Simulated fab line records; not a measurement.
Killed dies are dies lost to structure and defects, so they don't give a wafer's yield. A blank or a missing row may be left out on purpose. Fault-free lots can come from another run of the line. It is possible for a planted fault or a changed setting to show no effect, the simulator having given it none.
Chamber matching -- flow n5 finfet -- pecvd-02 running N5_BEOL_M0_DEP_125: 3 sister chambers
The step deposits SiCN from 3MS/NH3, target thk 8 nm, time 14 s. 22 wafers are shown with their chamber, then 11 later ones without.

WAFERS, EACH WITH ITS CHAMBER
wafer,chamber,throttle valve pct (%),showerhead plenum p Torr (Torr),chamber pressure Torr (Torr)
L074.1,0,8.6,3.662,3.001
L074.2,1,9.4,3.660,2.997
L074.3,1,9.2,3.642,3.007
L079.1,0,8.6,3.659,3.001
L079.2,2,8.3,3.646,3.000
L079.4,2,8.0,3.644,3.003
L082.2,2,8.1,3.650,3.000
L082.3,0,8.6,3.664,3.008
L082.6,1,9.6,3.653,2.999
L083.3,0,8.7,3.660,3.006
L083.4,0,8.7,3.651,2.995
L083.5,1,9.4,3.650,2.991
L086.2,0,8.8,3.662,2.995
L086.3,1,9.4,3.646,2.997
L086.4,0,8.6,3.649,2.991
L088.2,0,8.6,3.665,3.007
L088.4,0,8.9,3.654,3.001
L088.6,0,8.6,3.663,2.992
L090.4,2,8.1,3.640,3.001
L090.5,1,9.6,3.649,2.992
L090.6,0,8.9,3.662,3.008
L092.1,1,9.4,3.658,2.994

SIGNATURES (averages over the wafers above)
reading,chamber 0,chamber 1,chamber 2,scatter within a chamber
throttle valve pct,8.691,9.429,8.125,0.128
showerhead plenum p Torr,3.65918,3.65114,3.64500,0.00557
chamber pressure Torr,3.00045,2.99671,3.00100,0.00556
Rule: distance of a wafer from a chamber = root of the sum over the readings of ((wafer's reading minus chamber's mean) / reading's scatter) squared. The wafer belongs to the nearest chamber; if the next one is less than 2 further off, it can't be placed. How the scatter is found: for the shown wafers, subtract from each reading the mean of its chamber, square and add these, divide the total by (wafers less chambers), then take the root.

WAFERS MISSING THEIR CHAMBER
wafer,throttle valve pct (%),showerhead plenum p Torr (Torr),chamber pressure Torr (Torr)
L092.2,8.3,3.652,3.007
L092.4,9.5,3.648,3.004
L093.1,8.1,3.649,3.006
L093.3,9.3,3.643,3.003
L093.4,9.3,3.647,2.987
L095.2,8.0,3.649,3.003
L095.3,9.3,3.649,2.995
L095.5,8.1,3.645,3.002
L097.3,9.2,3.653,2.999
L097.4,8.3,3.649,2.999
L097.6,9.0,3.662,3.003

EACH ONE'S CHAMBER
wafer,from the rows above,in truth
L092.2,can't be placed: 2 or 0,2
L092.4,1,1
L093.1,2,2
L093.3,1,1
L093.4,1,1
L095.2,2,2
L095.3,1,1
L095.5,2,2
L097.3,1,1
L097.4,can't be placed: 2 or 0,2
L097.6,can't be placed: 0 or 1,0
Correctly placed: 8 of 11. From these rows, 3 cannot be placed; in 3 the true chamber is one of the candidates. Placed wrongly: 0.
